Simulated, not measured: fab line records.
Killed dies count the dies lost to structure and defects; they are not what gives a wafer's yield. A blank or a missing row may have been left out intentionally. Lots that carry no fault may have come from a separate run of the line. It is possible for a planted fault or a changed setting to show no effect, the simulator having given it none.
Which tool did it? ; flow nandHarc ; 13 lots with 39 wafers sampled at 5 steps, on a route of 1302 steps

== WHAT THE GAUGES READ, wafer by wafer ==
NHARC_THIN_TSV_CD_MEAS_33 targets a cd of 5000 nm. Usual: cdNm at 5000.3 nm, with a standard deviation of 2.5.
lot;measured;on;cdNm (nm);flag
L566;day 24 02:58;cdSem-01;5000.6 4996.0 4997.8;
L565;day 24 00:11;cdSem-01;5002.4 5000.3 5001.7;
L567;day 24 15:30;cdSem-01;5001.7 5002.3 5001.5;
L568;day 24 13:55;cdSem-02;4999.0 4999.0 5000.3;
L570;day 26 17:11;cdSem-01;5003.0 4997.8 5002.8;
L572;day 26 17:46;cdSem-02;5000.6 5003.4 5004.4;
L577;day 30 02:43;cdSem-01;5002.8 4999.9 5002.1;
L579;day 30 05:22;cdSem-02;5005.1 5001.5 5003.9;
L582;day 30 15:05;cdSem-03;5003.6 4999.5 5001.6;
L584;day 31 10:38;cdSem-02;4996.8 4999.3 5002.6;
L585;day 32 17:32;cdSem-01;4998.5 5000.4 5002.1;
L586;day 32 08:52;cdSem-02;4994.2 4997.6 4999.7;
L588;day 32 18:52;cdSem-01;5002.2 5001.0 5001.0;

NHARC_END_SORT_01. Usual: defectLimitedYield 90 % (standard deviation 3.8); killedAtArray 61 (standard deviation 26); killedAtOther 0.8 (standard deviation 1.1); killedAtPeriphery 4.0 (standard deviation 2.6); killedDies 66 (standard deviation 26); killedOpen 3.1 (standard deviation 1.7); killedShort 2.5 (standard deviation 1.5).
lot;measured;on;defectLimitedYield (%);killedAtArray;killedAtOther;killedAtPeriphery;killedDies;killedOpen;killedShort;flag
L567;day 24 23:31;prober-02;85 84 87;100 101 80;0 3 0;1 1 5;101 105 85;1 3 3;1 1 2;
L572;day 27 02:58;prober-01;84 82 84;95 116 99;0 0 0;10 5 8;105 121 107;0 6 3;3 2 3;
L577;day 30 23:59;prober-02;90 79 91;64 66 58;1 0 1;1 77 2;66 143 61;2 2 4;5 3 4;OFF
L579;day 30 16:12;prober-02;85 74 86;94 97 92;1 0 0;6 76 3;101 173 95;5 4 0;3 1 3;OFF

== TOOL THAT RAN EACH LOT (tool first, then ch and the chambers of the sampled wafers, then the start) ==
lot;NHARC_P_BONDPAD_PVD_27;NHARC_THIN_TSV_ETCHBACK_48;NHARC_THIN_TSV_STRIP_62
L566;pvdSputter-01, day 6 19:32;rieDiel-05 ch 2,3, day 23 23:23;plasmaAsher-02 ch 0,1, day 23 23:45
L565;pvdSputter-03, day 6 20:27;rieDiel-05 ch 0,1, day 23 20:32;plasmaAsher-02 ch 0,1, day 23 20:54
L567;pvdSputter-01, day 7 12:29;rieDiel-12 ch 1,2,3, day 24 11:54;plasmaAsher-01 ch 0,1, day 24 12:13
L568;pvdSputter-02, day 7 19:58;rieDiel-05 ch 1,3, day 24 10:02;plasmaAsher-02 ch 0,1, day 24 10:22
L570;pvdSputter-01, day 8 17:16;rieDiel-12 ch 1,2, day 26 11:55;plasmaAsher-01 ch 1, day 26 12:18
L572;pvdSputter-03, day 9 10:13;rieDiel-12 ch 0,2,3, day 26 13:01;plasmaAsher-02 ch 0,1, day 26 13:22
L577;pvdSputter-03, day 12 01:28;rieDiel-05 ch 1,3, day 29 23:12;plasmaAsher-02 ch 0,1, day 29 23:34
L579;pvdSputter-03, day 12 14:47;rieDiel-12 ch 0,3, day 30 01:44;plasmaAsher-02 ch 0,1, day 30 02:08
L582;pvdSputter-01, day 13 17:00;rieDiel-12 ch 1,2,3, day 30 11:25;plasmaAsher-02 ch 0,1, day 30 11:47
L584;pvdSputter-01, day 14 09:55;rieDiel-04 ch 0,1,3, day 31 06:57;plasmaAsher-02 ch 0,1, day 31 07:18
L585;pvdSputter-01, day 15 01:20;rieDiel-05 ch 0,1,2, day 32 14:01;plasmaAsher-01 ch 0,1, day 32 14:25
L586;pvdSputter-01, day 15 05:17;rieDiel-05 ch 0,1,2, day 32 05:13;plasmaAsher-02 ch 0,1, day 32 05:34
L588;pvdSputter-01, day 16 03:14;rieDiel-05 ch 0,2,3, day 32 15:11;plasmaAsher-01 ch 0,1, day 32 15:34
- NHARC_P_BONDPAD_PVD_27: deposits Cu, target thk 30 nm, time 20.49 s.
- NHARC_THIN_TSV_ETCHBACK_48: etches the open film in C4F8/Ar, target depth 1028.5 nm, time 405.17 s.
- NHARC_THIN_TSV_STRIP_62: strips in N2/H2, time 20 s.

== AS READ BY THE TOOLS THEMSELVES (means over the sampled wafers that have a number; for cases with no such wafer, the mark the record gives instead) ==
NHARC_P_BONDPAD_PVD_27. Usual: throttleValvePct at 30.4 %, with a standard deviation of 0.91.
lot;tool;throttleValvePct (%);flag
L566;pvdSputter-01;30.0;
L565;pvdSputter-03;30.5;
L567;pvdSputter-01;30.0;
L568;pvdSputter-02;30.6;
L570;pvdSputter-01;30.1;
L572;pvdSputter-03;30.7;
L577;pvdSputter-03;30.0;
L579;pvdSputter-03;30.0;
L582;pvdSputter-01;30.8;
L584;pvdSputter-01;29.9;
L585;pvdSputter-01;30.5;
L586;pvdSputter-01;30.6;
L588;pvdSputter-01;30.7;

NHARC_THIN_TSV_ETCHBACK_48. Usual: oesProductAu 0.939 a.u., standard deviation 0.029; rfFwdPowerW 598.8 W, standard deviation 2; rfVppV 547 V, standard deviation 3.4.
lot;tool;oesProductAu (a.u.);rfFwdPowerW (W);rfVppV (V);flag
L566;rieDiel-05;0.931;597.9;550;
L565;rieDiel-05;0.920;600.3;550;
L567;rieDiel-12;0.935;599.0;545;
L568;rieDiel-05;0.927;597.6;548;
L570;rieDiel-12;0.927;599.0;545;
L572;rieDiel-12;0.924;597.1;544;
L577;rieDiel-05;0.928;598.6;549;
L579;rieDiel-12;0.986;599.0;543;
L582;rieDiel-12;0.916;599.4;545;
L584;rieDiel-04;1.011;596.7;545;
L585;rieDiel-05;0.964;598.6;551;
L586;rieDiel-05;0.916;601.2;551;
L588;rieDiel-05;0.925;599.2;549;

NHARC_THIN_TSV_STRIP_62. Usual: drypumpMotorCurrentA 5.4 A, standard deviation 0.43; heaterPowerW 347 W, standard deviation 40.
lot;tool;drypumpMotorCurrentA (A);heaterPowerW (W);flag
L566;plasmaAsher-02;5.6;369;
L565;plasmaAsher-02;5.5;368;
L567;plasmaAsher-01;5.2;335;
L568;plasmaAsher-02;5.3;335;
L570;plasmaAsher-01;5.9;351;
L572;plasmaAsher-02;5.3;345;
L577;plasmaAsher-02;5.6;375;
L579;plasmaAsher-02;5.3;337;
L582;plasmaAsher-02;5.5;382;
L584;plasmaAsher-02;5.3;339;
L585;plasmaAsher-01;5.5;338;
L586;plasmaAsher-02;5.3;339;
L588;plasmaAsher-01;5.2;333;

== THE ANSWER, worked out from the rows above alone ==
Rule: take the mean of a lot's wafers that have a number; if it is more than 3 standard deviations from the usual mean, the lot is off. A lot without any number at a reading at which 4 lots or more have one is off too. The other lots that the step has rows for count as sound. First the gauges in route order, then the tools' own readings, where a lot's mean is used as printed above. At the first step where some lot is off, the reading lying furthest off is the one used; lots without a number count as furthest.
Off, at NHARC_END_SORT_01 on killedAtPeriphery: L577, L579. Neither off nor sound, because the step has no rows for them: L566, L565, L568, L570, L582, L584, L585, L586, L588.
A tool fits if, at a process step before that reading, it ran every lot that is off, and no sound lot after the first of them. Gauges at NHARC_END_SORT_01: tried the same way as those tools. Can't be told from this: 3 tools fit, pvdSputter-03 at NHARC_P_BONDPAD_PVD_27, plasmaAsher-02 at NHARC_THIN_TSV_STRIP_62, prober-02 at NHARC_END_SORT_01.

== WHAT THE SIMULATOR PUT IN ==
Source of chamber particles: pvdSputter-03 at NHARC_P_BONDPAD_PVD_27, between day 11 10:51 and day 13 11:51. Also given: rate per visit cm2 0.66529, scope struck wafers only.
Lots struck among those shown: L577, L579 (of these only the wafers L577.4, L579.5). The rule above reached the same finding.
